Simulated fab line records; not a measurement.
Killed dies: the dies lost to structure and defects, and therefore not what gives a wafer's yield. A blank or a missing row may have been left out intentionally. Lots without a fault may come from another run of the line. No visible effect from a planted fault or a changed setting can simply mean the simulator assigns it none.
A struck lot beside a sound one | flow n5_finfet | 21 out of 1938 route steps
Sound: these wafers, L884.1, L884.3, L884.5. Wafers L897.1, L897.3, L897.6 were the ones struck. Last of all comes the cause.
For every step that has rows: the tool of each side, followed by ch and its chambers, followed by its first start. Under that, the readings that differ: sound wafers | struck wafers | difference of the means | sigmas: that difference in standard deviations of wafers without a fault.
alike: a reading whose means differ by less than 2 such deviations, as well as words and numbers matching on both sides. not compared: withheld readings; readings where some wafer has no value; bounds like >300 that might hide an equal value; numbers whose values overlap and for which the record gives no deviation.
The two part at a step that has a row with sigmas, a row that says differs or no value, or rows on one side only. Numbers that have no deviation but don't overlap get no sigmas and don't part them. A reading that every wafer of one side lacks parts them only if that side has two wafers or more.

first, 9 steps without rows for these wafers: N5_BEOL_M0_CUTY_EBR_52; N5_BEOL_M0_CUTY_SOFTBAKE_53 (time 60 s); N5_BEOL_M0_CUTY_EXPOSE_54 (exposes mask M0 ABLK); N5_BEOL_M0_CUTY_PEB_55 (peb time 60 s); N5_BEOL_M0_CUTY_DEVELOP_56 (develop time 30 s); N5_BEOL_M0_CUTY_DESCUM_61 (chemistry O2, time 7.9 s); N5_BEOL_M0_CUTY_ETCH_62 (etches SiARC in CF4, time 58.5 s); N5_BEOL_M0_CUTY_ETCH_63 (etches SOC in N2/H2, target depth 82.7 nm, overetch 16.5 nm, time 124 s); N5_BEOL_M0_CUTY_STRIP_64 (strips in N2/H2).
N5_BEOL_M0_ETCH_138: etches SiCN in CH3F/O2, target depth 12 nm, time 31.6 s.
  sound on rie_diel-06 ch 1,2, day 6 04:22; struck on rie_diel-06 ch 1,3, day 9 17:08
  no value came back on the struck wafers for any of 8 readings (CH3F_flow_sccm (sccm), O2_flow_sccm (sccm) and others); on the sound wafers CH3F_flow_sccm (sccm) reads 30.09 30.03 29.93
  reading                                               | sound     | struck  | difference | sigmas
  model.SiO2_of_BEOL_M0_SAQP_SPACER2_ALD_26.thk_nm (nm) | 5.2 5.2 5 | 7.2 7 7 | +1.9       |
  not compared: rf_hours_counter_h
N5_BEOL_M0_HM_OPEN_105: chemistry Cl2/BCl3, target TiN, target depth 12 nm.
  sound on rie_metal-03 ch 0, day 7 02:59; struck on rie_metal-02 ch 0,1, day 9 17:21
  reading                                               | sound       | struck      | difference | sigmas
  model.SiO2_of_BEOL_M0_SAQP_SPACER2_ALD_26.thk_nm (nm) | 2.8 2.8 2.6 | 4.8 4.6 4.6 | +1.9       |
  alike: drypump_motor_current_A, oes_product_au, throttle_valve_pct
  not compared: rf_hours_counter_h
then, 3 steps without rows for these wafers: N5_BEOL_M0_STRIP_140 (strips in CF4); N5_BEOL_M0_STRIP_104 (strips in N2/H2); N5_BEOL_M0_WET_ETCH_106 (etches SiO2 in DHF, target depth 130 nm, rinse time 30 s).
N5_BEOL_M0_ETCH_128: etches SiCN in CF4/N2, target depth 12 nm, overetch 5.1 nm, time 21.4 s.
  sound on rie_diel-03 ch 0,1, day 7 03:22; struck on rie_diel-02 ch 0,1,2, day 9 18:08
  reading               | sound          | struck         | difference | sigmas
  oes_product_au (a.u.) | 0.53 0.52 0.52 | 0.31 0.36 0.32 | -0.19      | -3
  alike: bias_w, cf4_flow_sccm, drypump_motor_current_A, rf_vpp_V, showerhead_plenum_p_Torr, throttle_valve_pct
  not compared: rf_hours_counter_h
then, 2 steps without rows for these wafers: N5_BEOL_M0_TRENCH_ETCH_107 (etches SiOC in C4F6/O2, target depth 32.8 nm, time 16.4 s); N5_BEOL_M0_STRIP_142 (strips in N2/H2, time 10 s).
N5_BEOL_M0_OCD_MEAS_108:
  sound: ocd-01 at day 7 03:31; struck: ocd-02 at day 9 18:17
  reading              | sound          | struck  | difference | sigmas
  trench_depth_nm (nm) | 32.5 32.1 31.9 | 0 0 0.1 | -32        | -43
then, 1 step without rows for these wafers: N5_BEOL_M0_HM_STRIP_129 (strips TiN in peroxide tin strip, target depth 17 nm, time 108 s).
N5_BEOL_M4_RC_MEAS_101:
  the record has rows for the sound wafers here (prober-01 ch 0, day 16 11:26) and none for the struck ones
-- here the record skips 14 days between the struck wafers' starts before and after, leaving off in module BEOL_M4 and picking up in module PASSIVATION (first step shown: number 1936 of the route) --
N5_PASSIVATION_PROBE_49:
  only the struck wafers here have rows in the record (prober-02, day 23 09:11); the sound ones have none

WHERE THEY PART
Last at N5_PASSIVATION_PROBE_49 as far as this record goes, first at N5_BEOL_M0_ETCH_138.

WHY: what had been put in by the simulator
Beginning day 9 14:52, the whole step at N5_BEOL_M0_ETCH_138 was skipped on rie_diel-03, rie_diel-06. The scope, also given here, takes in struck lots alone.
